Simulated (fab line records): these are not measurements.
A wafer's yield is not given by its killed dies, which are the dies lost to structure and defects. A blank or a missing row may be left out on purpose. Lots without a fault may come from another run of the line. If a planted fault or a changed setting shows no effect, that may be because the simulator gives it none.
fab line records | flow nand-harc
record lots=11 | wafers=33 | last-day=24
route steps=1159 shown P_ZERO_WELL@19 P_STI@85 P_GATE@141 END@1159
lots untouched by any fault: they come from a run of this same line in which no faults occurred
start-h: start of the lot's first displayed wafer, in hours after the record's first day | wait-h: how many hours have passed since the lot's step before this one | " repeats the value in the row above | L1.1+2: a single row standing in for several wafers | - no value present, or no start provided | * or withheld: withheld | < > ~ a bound
route shown NAME@n: names a module that has steps shown in the file, with the first one's number in the route | usual: mean and standard deviation over wafers with no fault | same: alike in all rows | chamber/n: place in a boat | sites: each site's reading | _std_site: their standard deviation | _edge_site: inner sites' mean taken away from outer sites' mean | radius-mm: for every site, how far away it sits from the centre of the wafer | mask NAME#n: copy n | behind: the last tool/chamber to shape the wafer | hold: reason for holding the lot/hours on hold/outcome of the hold | device: names the non-switching transistor (n, p or np) | end of line: the tests these same wafers got at the end of their route | step lacking rows: just its recipe | killed: dies lost to structure and defects at the first sort, not the wafer's yield | map: dies across one wafer; x = killed, . = not, _ = none there
set.NAME: the setting as run; set.NAME@STEP: as run at that earlier step | model.NAME: the simulator's own value behind a step, which no gauge read
one table for each step of the route and one row for each wafer, over a sample of lots
services: the hour from which a tool's chamber was out of use, counted from the record's first day as start-h (under 0 if before that day), plus the number of hours and why
## steps
# step NHARC_P_ZERO_WELL_ETCH_63
# recipe target-depth-a=1200 | time-s=40.1 | hbr-flow-sccm=150 | cl2-flow-sccm=50 | rf-w=400 | icp-w=400 | bias-w=100 | chemistry=HBr/Cl2
# usual drypump-motor-current-A=6.01/0.27 | oes-product-au=0.999/0.013 | throttle-valve-pct=26.406/0.0091
lot.wafer | tool      | chamber | start-h | wait-h | drypump-motor-current-A | oes-product-au | rf-hours-counter-h | throttle-valve-pct
L130.1    | rie-si-05 | 3       | 13.68   | -      | 5.98                    | 1.019          | 0.7                | 26.410
L130.6    | "         | 2       | "       | "      | 6.12                    | 0.974          | -                  | 26.399
L130.5    | "         | 3       | "       | "      | 5.97                    | 1.024          | -                  | 26.414
L131.4    | rie-si-05 | 3       | 19.66   | -      | 5.98                    | 1.017          | 0.8                | 26.421
L131.1    | "         | 0       | "       | "      | 6.28                    | 0.996          | 0.9                | 26.407
L131.3    | "         | 1       | "       | "      | 6.08                    | 1.002          | 1.0                | 26.420
L133.1    | rie-si-05 | 1       | 31.71   | -      | 6.11                    | 0.998          | 1.1                | 26.401
L133.6    | "         | 0       | "       | "      | 6.31                    | 0.989          | -                  | 26.413
L133.5    | "         | 1       | "       | "      | 6.10                    | 0.993          | -                  | 26.399
L135.3    | rie-si-02 | 0       | 43.69   | -      | 6.38                    | 0.997          | 0.0                | 26.427
L135.1    | "         | 2       | "       | "      | 5.85                    | 0.992          | 0.0                | 26.392
L135.2    | "         | 3       | "       | "      | 6.16                    | 1.011          | 0.0                | 26.397
L138.1    | rie-si-02 | 1       | 61.80   | -      | 5.41                    | 1.007          | 0.2                | 26.412
L138.3    | "         | 2       | "       | "      | 5.84                    | 1.000          | 0.2                | 26.416
L138.5    | "         | 0       | "       | "      | 6.38                    | 0.994          | -                  | 26.419
L139.2    | rie-si-04 | 1       | 68.34   | -      | 6.09                    | 1.007          | 1.2                | 26.405
L139.3    | "         | 2       | "       | "      | 5.44                    | 0.994          | 1.2                | 26.405
L139.6    | "         | 1       | "       | "      | 6.07                    | 1.006          | -                  | 26.407
L142.3    | rie-si-04 | 0       | 85.54   | -      | 5.86                    | 1.004          | 1.4                | 26.415
L142.1    | "         | 3       | "       | "      | 6.12                    | 0.977          | 1.3                | 26.412
L142.6    | "         | 0       | "       | "      | 5.91                    | 0.993          | -                  | 26.394
L143.3    | rie-si-05 | 3       | 91.85   | -      | 5.98                    | 1.007          | 0.2                | 26.406
L143.6    | "         | 0       | "       | "      | 6.31                    | 1.000          | -                  | 26.409
L143.5    | "         | 1       | "       | "      | 6.09                    | 0.972          | -                  | 26.410
L148.2    | rie-si-05 | 0       | 121.54  | -      | 6.33                    | 1.007          | 0.4                | 26.417
L148.3    | "         | 1       | "       | "      | 6.10                    | 0.980          | 0.3                | 26.408
L148.5    | "         | 2       | "       | "      | 6.15                    | 1.010          | -                  | 26.403
L151.3    | rie-si-05 | 2       | 139.61  | -      | 6.14                    | 0.998          | 0.5                | 26.405
L151.2    | "         | 3       | "       | "      | 5.98                    | 1.004          | 0.5                | 26.406
L151.6    | "         | 1       | "       | "      | 6.08                    | 1.001          | -                  | 26.405
L152.2    | rie-si-02 | 0       | 145.75  | -      | 6.39                    | 0.997          | 1.0                | 26.408
L152.5    | "         | 1       | "       | "      | 5.39                    | 1.017          | -                  | 26.393
L152.6    | "         | 2       | "       | "      | 5.86                    | 0.990          | -                  | 26.418
# step NHARC_P_ZERO_WELL_PRECLEAN_68
# recipe time-s=60 | temp-c=50 | bath-age-min=0 | chemistry=SC1
# usual sc1-h2o2-end-mol-l=0.3698/0.00064 | temp-c=50.01/0.12
lot.wafer | tool         | chamber | start-h | wait-h | sc1-h2o2-end-mol-l | temp-c
L130.6    | wet-bench-04 | 4       | 18.69   | -      | 0.3702             | 50.12
L130.5    | "            | 5       | "       | "      | 0.3711             | 50.01
L130.1    | "            | 7       | "       | "      | 0.3697             | 50.07
L131.4    | wet-bench-07 | 7       | 24.63   | -      | 0.3689             | 49.81
L131.3    | "            | 0       | "       | "      | 0.3707             | 50.24
L131.1    | "            | 2       | "       | "      | 0.3699             | 49.96
L133.1    | wet-bench-07 | 1       | 36.54   | -      | 0.3698             | 49.92
L133.6    | "            | 2       | "       | "      | 0.3699             | 50.12
L133.5    | "            | 5       | "       | "      | 0.3698             | 49.93
L135.1    | wet-bench-05 | 2       | 48.67   | -      | 0.3693             | 49.94
L135.3    | "            | 6       | "       | "      | 0.3695             | 50.09
L135.2    | "            | 7       | "       | "      | 0.3690             | 50.20
L138.5    | wet-bench-04 | 5       | 66.71   | -      | 0.3690             | 50.31
L138.1    | "            | 6       | "       | "      | 0.3695             | 50.04
L138.3    | "            | 1       | "       | "      | 0.3688             | 50.04
L139.3    | wet-bench-05 | 0       | 73.22   | -      | 0.3699             | 50.03
L139.2    | "            | 1       | "       | "      | 0.3698             | 49.91
L139.6    | "            | 2       | "       | "      | 0.3693             | 49.80
L142.1    | wet-bench-07 | 4       | 90.27   | -      | 0.3688             | 49.98
L142.3    | "            | 7       | "       | "      | 0.3704             | 49.93
L142.6    | "            | 0       | "       | "      | 0.3690             | 49.83
L143.6    | wet-bench-04 | 3       | 96.64   | -      | 0.3691             | 49.95
L143.3    | "            | 7       | "       | "      | 0.3698             | 50.07
L143.5    | "            | 0       | "       | "      | 0.3697             | 50.06
L148.5    | wet-bench-04 | 1       | 126.31  | -      | 0.3708             | 50.09
L148.2    | "            | 3       | "       | "      | 0.3694             | 50.05
L148.3    | "            | 4       | "       | "      | 0.3693             | 50.24
L151.3    | wet-bench-04 | 0       | 144.59  | -      | 0.3696             | 49.96
L151.2    | "            | 1       | "       | "      | 0.3693             | 50.02
L151.6    | "            | 2       | "       | "      | 0.3702             | 50.12
L152.6    | wet-bench-04 | 6       | 150.59  | -      | 0.3701             | 50.07
L152.5    | "            | 7       | "       | "      | 0.3704             | 49.89
L152.2    | "            | 0       | "       | "      | 0.3697             | 49.90
# step NHARC_P_ZERO_WELL_INSPECT_43
# usual raw-defect-count=13/5.9
lot.wafer | tool              | chamber | start-h | wait-h | raw-defect-count
L130.1    | defect-inspect-02 | -       | 19.76   | 0.6    | 14
L130.5    | "                 | -       | "       | "      | 22
L130.6    | "                 | -       | "       | "      | 17
L131.1    | defect-inspect-02 | -       | 25.72   | 0.6    | 12
L131.3    | "                 | -       | "       | "      | 18
L131.4    | "                 | -       | "       | "      | 15
L133.1    | defect-inspect-01 | -       | 37.61   | 0.6    | 6
L133.5    | "                 | -       | "       | "      | 14
L133.6    | "                 | -       | "       | "      | 8
L135.1    | defect-inspect-01 | -       | 49.72   | 0.6    | 7
L135.2    | "                 | -       | "       | "      | 15
L135.3    | "                 | -       | "       | "      | 11
L138.1    | defect-inspect-02 | -       | 67.76   | 0.6    | 13
L138.3    | "                 | -       | "       | "      | 5
L138.5    | "                 | -       | "       | "      | 16
L139.2    | defect-inspect-01 | -       | 74.28   | 0.5    | 20
L139.3    | "                 | -       | "       | "      | 13
L139.6    | "                 | -       | "       | "      | 16
L142.1    | defect-inspect-01 | -       | 91.35   | 0.6    | 15
L142.3    | "                 | -       | "       | "      | 17
L142.6    | "                 | -       | "       | "      | 27
L143.3    | defect-inspect-01 | -       | 97.72   | 0.4    | 9
L143.5    | "                 | -       | "       | "      | 4
L143.6    | "                 | -       | "       | "      | 10
L148.2    | defect-inspect-02 | -       | 127.37  | 0.5    | 320
L148.3    | "                 | -       | "       | "      | 318
L148.5    | "                 | -       | "       | "      | 308
L151.2    | defect-inspect-01 | -       | 145.64  | 0.5    | 291
L151.3    | "                 | -       | "       | "      | 291
L151.6    | "                 | -       | "       | "      | 282
L152.2    | defect-inspect-02 | -       | 151.64  | 0.5    | 278
L152.5    | "                 | -       | "       | "      | 270
L152.6    | "                 | -       | "       | "      | 271
# step NHARC_P_STI_INSPECT_11
# usual raw-defect-count=5.6/2.8
lot.wafer | tool              | chamber | start-h | wait-h | raw-defect-count
L131.1    | defect-inspect-02 | -       | 37.61   | 0.0    | 17
L131.3    | "                 | -       | "       | "      | 7
L131.4    | "                 | -       | "       | "      | 5
L130.1    | defect-inspect-01 | -       | 37.64   | 0.0    | 3
L130.5    | "                 | -       | "       | "      | 10
L130.6    | "                 | -       | "       | "      | 11
L133.1    | defect-inspect-02 | -       | 50.18   | 0.0    | 6
L133.5    | "                 | -       | "       | "      | 10
L133.6    | "                 | -       | "       | "      | 6
L135.1    | defect-inspect-02 | -       | 65.98   | 0.0    | 3
L135.2    | "                 | -       | "       | "      | 3
L135.3    | "                 | -       | "       | "      | 4
L138.1    | defect-inspect-02 | -       | 84.89   | 0.0    | 4
L138.3    | "                 | -       | "       | "      | 6
L138.5    | "                 | -       | "       | "      | 8
L139.2    | defect-inspect-02 | -       | 90.84   | 0.0    | 4
L139.3    | "                 | -       | "       | "      | 8
L139.6    | "                 | -       | "       | "      | 6
L142.1    | defect-inspect-01 | -       | 103.82  | 0.0    | 8
L142.3    | "                 | -       | "       | "      | 8
L142.6    | "                 | -       | "       | "      | 3
L143.3    | defect-inspect-01 | -       | 113.18  | 0.0    | 1
L143.5    | "                 | -       | "       | "      | 5
L143.6    | "                 | -       | "       | "      | 2
L148.2    | defect-inspect-01 | -       | 144.97  | 0.0    | 303
L148.3    | "                 | -       | "       | "      | 319
L148.5    | "                 | -       | "       | "      | 292
L151.2    | defect-inspect-02 | -       | 157.73  | 0.0    | 248
L151.3    | "                 | -       | "       | "      | 264
L151.6    | "                 | -       | "       | "      | 274
L152.2    | defect-inspect-01 | -       | 169.46  | 0.0    | 264
L152.5    | "                 | -       | "       | "      | 268
L152.6    | "                 | -       | "       | "      | 259
# step NHARC_P_GATE_CD_MEAS_26
# recipe target-cd-nm=120 | landing-energy-ev=500
# usual cd-nm=120.6/1
lot.wafer | tool      | chamber | start-h | wait-h | cd-nm
L131.1    | cd-sem-03 | 0       | 87.03   | -      | 121.0
L131.3    | "         | 0       | "       | "      | 120.1
L131.4    | "         | 0       | "       | "      | 121.7
L130.1    | cd-sem-01 | 0       | 87.47   | -      | 120.5
L130.5    | "         | 0       | "       | "      | 119.1
L130.6    | "         | 0       | "       | "      | 120.5
L133.1    | cd-sem-03 | 0       | 101.66  | -      | 121.1
L133.5    | "         | 0       | "       | "      | 121.1
L133.6    | "         | 0       | "       | "      | 121.9
L135.1    | cd-sem-03 | 0       | 127.14  | -      | 118.5
L135.2    | "         | 0       | "       | "      | 119.0
L135.3    | "         | 0       | "       | "      | 119.6
L138.1    | cd-sem-02 | 0       | 140.43  | -      | 120.9
L138.3    | "         | 0       | "       | "      | 121.4
L138.5    | "         | 0       | "       | "      | 122.0
L139.2    | cd-sem-01 | 0       | 145.08  | -      | 121.0
L139.3    | "         | 0       | "       | "      | 119.7
L139.6    | "         | 0       | "       | "      | 120.9
L142.1    | cd-sem-03 | 0       | 168.44  | -      | 121.1
L142.3    | "         | 0       | "       | "      | 121.7
L142.6    | "         | 0       | "       | "      | 120.8
L143.3    | cd-sem-03 | 0       | 169.00  | -      | 119.3
L143.5    | "         | 0       | "       | "      | 120.4
L143.6    | "         | 0       | "       | "      | 119.4
L148.2    | cd-sem-02 | 0       | 198.27  | -      | 120.1
L148.3    | "         | 0       | "       | "      | 121.3
L148.5    | "         | 0       | "       | "      | 120.7
L151.2    | cd-sem-01 | 0       | 212.07  | -      | 120.9
L151.3    | "         | 0       | "       | "      | 121.1
L151.6    | "         | 0       | "       | "      | 122.1
L152.2    | cd-sem-01 | 0       | 226.49  | -      | 119.8
L152.5    | "         | 0       | "       | "      | 121.8
L152.6    | "         | 0       | "       | "      | 120.5
# step NHARC_P_GATE_ETCH_104
# recipe target-depth-a=600 | time-s=withheld | cf4-flow-sccm=100 | chf3-flow-sccm=30 | ar-flow-sccm=0 | rf-w=500 | bias-w=200 | chemistry=CF4/CHF3
# usual drypump-motor-current-A=5.6/0.41 | mfc-ar-sccm=0.011/0.013 | oes-product-au=0.941/0.02 | rf-vpp-V=370.3/2.4 | showerhead-plenum-p-Torr=1.56/0.068 | throttle-valve-pct=16.802/0.0094
lot.wafer | tool        | chamber | start-h | wait-h | drypump-motor-current-A | mfc-ar-sccm | oes-product-au | rf-vpp-V | showerhead-plenum-p-Torr | throttle-valve-pct
L131.4    | rie-diel-03 | 3       | 87.36   | 0.1    | 5.7                     | 0           | 0.949          | 367.7    | 1.51                     | 16.793
L131.1    | "           | 0       | "       | "      | 5.1                     | 0           | 0.958          | 369.8    | 1.55                     | 16.785
L131.3    | "           | 1       | "       | "      | 5.4                     | 0           | 0.952          | 371.2    | 1.62                     | 16.798
L130.1    | rie-diel-04 | 3       | 87.82   | 0.1    | 5.6                     | 0           | 0.923          | 372.6    | 1.61                     | 16.809
L130.6    | "           | 0       | "       | "      | 5.0                     | 0.011       | 0.957          | 373.3    | 1.67                     | 16.801
L130.5    | "           | 1       | "       | "      | 6.0                     | 0.026       | 0.956          | 372.3    | 1.61                     | 16.818
L133.1    | rie-diel-03 | 0       | 101.96  | 0.1    | 5.1                     | 0           | 0.946          | 370.3    | 1.55                     | 16.809
L133.6    | "           | 3       | "       | "      | 5.8                     | 0           | 0.952          | 368.4    | 1.51                     | 16.799
L133.5    | "           | 0       | "       | "      | 5.2                     | 0           | 0.941          | 369.6    | 1.55                     | 16.816
L135.2    | rie-diel-01 | 2       | 127.64  | 0.2    | 6.1                     | 0           | 0.927          | 372.9    | 1.62                     | 16.800
L135.3    | "           | 0       | "       | "      | 5.8                     | 0           | 0.925          | 372.3    | 1.63                     | 16.788
L135.1    | "           | 1       | "       | "      | 5.3                     | 0.019       | 0.933          | 367.0    | 1.46                     | 16.804
L138.3    | rie-diel-04 | 1       | 140.76  | 0.1    | 6.0                     | 0.026       | 0.949          | 372.3    | 1.61                     | 16.798
L138.1    | "           | 2       | "       | "      | 5.4                     | 0.027       | 0.952          | 371.1    | 1.56                     | 16.792
L138.5    | "           | 1       | "       | "      | 5.9                     | 0.026       | 0.945          | 372.4    | 1.61                     | 16.792
L139.2    | rie-diel-03 | 2       | 145.73  | 0.2    | 6.2                     | 0.030       | 0.963          | 367.7    | 1.48                     | 16.804
L139.3    | "           | 3       | "       | "      | 5.8                     | 0           | 0.922          | 368.0    | 1.50                     | 16.789
L139.6    | "           | 2       | "       | "      | 6.2                     | 0.030       | 0.955          | 368.8    | 1.48                     | 16.799
L142.1    | rie-diel-01 | 0       | 168.74  | 0.1    | 5.8                     | 0           | 0.958          | 372.6    | 1.63                     | 16.804
L142.3    | "           | 3       | "       | "      | 5.0                     | 0.030       | 0.954          | 367.4    | 1.50                     | 16.794
L142.6    | "           | 1       | "       | "      | 5.3                     | 0.019       | 0.958          | 374.5    | 1.70                     | 16.808
L143.3    | rie-diel-03 | 0       | 169.29  | 0.1    | 5.1                     | 0           | 0.920          | 370.5    | 1.55                     | 16.796
L143.5    | "           | 2       | "       | "      | 6.2                     | 0.030       | 0.950          | 368.5    | 1.47                     | 16.800
L143.6    | "           | 3       | "       | "      | 5.8                     | 0           | 0.928          | 368.5    | 1.50                     | 16.807
L148.2    | rie-diel-03 | 2       | 198.54  | 0.1    | 6.2                     | 0.030       | 0.960          | 366.7    | 1.47                     | 16.811
L148.3    | "           | 3       | "       | "      | 5.8                     | 0           | 0.931          | 368.6    | 1.50                     | 16.796
L148.5    | "           | 2       | "       | "      | 6.2                     | 0.030       | 0.950          | 367.2    | 1.47                     | 16.797
L151.2    | rie-diel-01 | 3       | 212.35  | 0.1    | 5.0                     | 0.030       | 0.958          | 368.3    | 1.50                     | 16.802
L151.3    | "           | 1       | "       | "      | 5.3                     | 0.019       | 0.981          | 374.7    | 1.69                     | 16.811
L151.6    | "           | 2       | "       | "      | 6.2                     | 0           | 0.971          | 372.5    | 1.61                     | 16.801
L152.2    | rie-diel-01 | 3       | 228.17  | 1.5    | 5.0                     | 0.030       | 0.942          | 366.8    | 1.49                     | 16.798
L152.6    | "           | 3       | "       | "      | 5.0                     | 0.030       | 0.947          | 369.4    | 1.49                     | 16.806
L152.5    | "           | 0       | "       | "      | 5.8                     | 0           | 0.940          | 372.8    | 1.62                     | 16.802
# step NHARC_END_SORT_01
# recipe temp-c=25
# usual killed-at-array=31/11 | killed-at-other=0.5/0.78 | killed-at-periphery=3.0/2 | killed-dies=34/12 | killed-open=3.2/2 | killed-short=1.9/1.6
# same gross-dies=677
lot.wafer | tool      | chamber | start-h | wait-h | killed-at-array | killed-at-other | killed-at-periphery | killed-dies | killed-open | killed-short
L148.2    | prober-01 | 0       | 549.45  | 2.8    | 26              | 0               | 73                  | 99          | 2           | 2
L148.3    | prober-01 | 0       | 550.26  | 3.1    | 33              | 1               | 31                  | 65          | 3           | 3
L148.5    | prober-01 | 0       | 551.89  | 3.8    | 37              | 0               | 73                  | 110         | 5           | 0
L152.2    | prober-02 | 0       | 564.96  | 2.7    | 36              | 1               | 73                  | 110         | 2           | 1
L152.5    | prober-02 | 0       | 567.34  | 3.7    | 30              | 0               | 55                  | 85          | 1           | 0
L152.6    | prober-02 | 0       | 568.13  | 4.0    | 26              | 2               | 49                  | 77          | 1           | 0
L151.2    | prober-01 | 0       | 570.78  | 2.8    | 50              | 1               | 72                  | 123         | 2           | 1
L151.3    | prober-01 | 0       | 571.60  | 3.1    | 45              | 0               | 75                  | 120         | 1           | 2
L151.6    | prober-01 | 0       | 574.04  | 4.1    | 46              | 1               | 56                  | 103         | 6           | 2
# killed by level:class
L148.2 P_ZERO_WELL:unspecified=71 A_SLIT:chamber-film-flake=14 A_CHANNEL_HOLE_D1:chamber-film-flake=7 A_CONTACT:chamber-film-flake=2 P_GATE:geometric-particle:short=1 P_M0:geometric-particle:short=1 A_SGD_CUT:geometric-particle:open=1 A_M1:geometric-particle:open=1
L148.3 P_ZERO_WELL:unspecified=28 A_SLIT:chamber-film-flake=20 A_CHANNEL_HOLE_D1:chamber-film-flake=4 A_WL_FILL:chamber-film-flake=4 A_CONTACT:chamber-film-flake=2 P_GATE:geometric-particle:open=1 P_M0:geometric-particle:open=1 A_ONON_D1:geometric-particle:short=1
L148.5 P_ZERO_WELL:unspecified=72 A_SLIT:chamber-film-flake=19 A_CHANNEL_HOLE_D1:chamber-film-flake=5 A_M0:geometric-particle:open=3 A_WL_FILL:chamber-film-flake=3 A_ZERO_WELL:chamber-film-flake=2 A_CONTACT:chamber-film-flake=2 A_WL_FILL:geometric-particle:open=1
L152.2 P_ZERO_WELL:unspecified=72 A_SLIT:chamber-film-flake=18 A_CHANNEL_HOLE_D1:chamber-film-flake=8 A_ONON_D1:geometric-particle:open=2 A_CHANNEL_FILL_D1:chamber-film-flake=2 A_STAIRCASE:chamber-film-flake=2 A_WL_FILL:chamber-film-flake=2 A_WL_FILL:geometric-particle:short=1
L152.5 P_ZERO_WELL:unspecified=54 A_SLIT:chamber-film-flake=25 A_CHANNEL_HOLE_D1:chamber-film-flake=2 A_WL_FILL:chamber-film-flake=2 A_CONTACT:geometric-particle:open=1 P_M2:chamber-film-flake=1
L152.6 P_ZERO_WELL:unspecified=45 A_SLIT:chamber-film-flake=19 A_CHANNEL_HOLE_D1:chamber-film-flake=5 P_M2:chamber-film-flake=2 THIN_TSV:chamber-film-flake=2 P_M1:geometric-particle:open=1 P_STI:chamber-film-flake=1 A_CHANNEL_FILL_D1:chamber-film-flake=1
L151.2 P_ZERO_WELL:unspecified=66 A_CHANNEL_HOLE_D1:chamber-film-flake=24 A_SLIT:chamber-film-flake=19 P_STI:chamber-film-flake=3 A_CONTACT:chamber-film-flake=3 A_WL_FILL:chamber-film-flake=2 P_STI:geometric-particle:short=1 P_M1:geometric-particle:open=1
L151.3 P_ZERO_WELL:unspecified=72 A_SLIT:chamber-film-flake=19 A_CHANNEL_HOLE_D1:chamber-film-flake=15 A_CONTACT:chamber-film-flake=6 A_CHANNEL_FILL_D1:geometric-particle:short=1 A_SGD_CUT:geometric-particle:short=1 A_CONTACT:geometric-particle:open=1 P_ZERO_WELL:chamber-film-flake=1
L151.6 P_ZERO_WELL:unspecified=49 A_CHANNEL_HOLE_D1:chamber-film-flake=19 A_SLIT:chamber-film-flake=11 P_GATE:chamber-film-flake=4 A_CONTACT:chamber-film-flake=4 A_CONTACT:geometric-particle:open=3 A_WL_FILL:chamber-film-flake=2 A_M0:chamber-film-flake=2
## services
tool         | chamber | start-h | hours | kind
rie-diel-03  | 0       | 11.19   | 1.4   | repair
wet-bench-05 | -       | 20.80   | 8.0   | pm
rie-diel-03  | -       | 31.91   | 0.7   | repair
rie-si-02    | -       | 34.00   | 9.0   | pm
rie-diel-03  | -       | 38.32   | 9.0   | pm
wet-bench-05 | -       | 41.92   | 2.0   | repair
rie-si-05    | -       | 62.00   | 9.0   | pm
rie-diel-04  | 2       | 63.89   | 14.7  | repair
rie-diel-03  | 0       | 63.97   | 4.9   | repair
rie-si-04    | 3       | 73.13   | 4.4   | repair
rie-diel-01  | 3       | 75.13   | 5.3   | repair
rie-diel-01  | 2       | 75.70   | 5.0   | repair
wet-bench-07 | -       | 96.00   | 8.0   | pm
rie-si-05    | 2       | 115.42  | 5.3   | repair
rie-si-05    | 3       | 119.83  | 5.1   | repair
rie-diel-01  | -       | 137.80  | 9.0   | pm
rie-si-05    | 1       | 157.29  | 4.0   | repair
wet-bench-04 | -       | 163.20  | 8.0   | pm
rie-diel-01  | -       | 168.95  | 1.2   | repair
rie-diel-03  | 0       | 177.10  | 7.7   | repair
rie-si-05    | 1       | 196.86  | 1.7   | repair
rie-si-05    | -       | 203.56  | 0.6   | repair
rie-si-02    | -       | 211.00  | 9.0   | pm
rie-diel-03  | -       | 215.33  | 9.0   | pm
## key
first-sign step=NHARC_P_ZERO_WELL_INSPECT_43 | reading=raw-defect-count | direction=up | sigmas=47 | usual=13 | struck=292
effect step=NHARC_P_STI_INSPECT_11 | reading=raw-defect-count | direction=up | sigmas=98 | usual=5.6 | struck=276.8
effect step=NHARC_END_SORT_01 | reading=killed-at-periphery | direction=up | sigmas=29 | usual=3.0 | struck=61.9
more-kills-born-at NHARC_P_ZERO_WELL_PRECLEAN_68@wet-bench-04=529
met-at NHARC_P_ZERO_WELL_PRECLEAN_68
struck-lots L148,L151,L152
tester-left-out L148,L151,L152
not-acting-at NHARC_P_ZERO_WELL_ETCH_63,NHARC_P_GATE_CD_MEAS_26,NHARC_P_GATE_ETCH_104
onset-between 96.64 126.31
also-fits time
fault kind=chamber-particle-source | tool=wet-bench-04 | chamber=- | onset-h=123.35 | steps=NHARC_P_ZERO_WELL_PRECLEAN_68 | rate-per-visit-cm2=0.44064 | end-h=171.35
# tester-left-out: of these lots the tester's yield and bins aren't shown, on N5 and GAA mostly nor the transistor test; their killed dies are dies lost to structure and defects alone, not to doping, threshold or leakage, so they don't give the yield
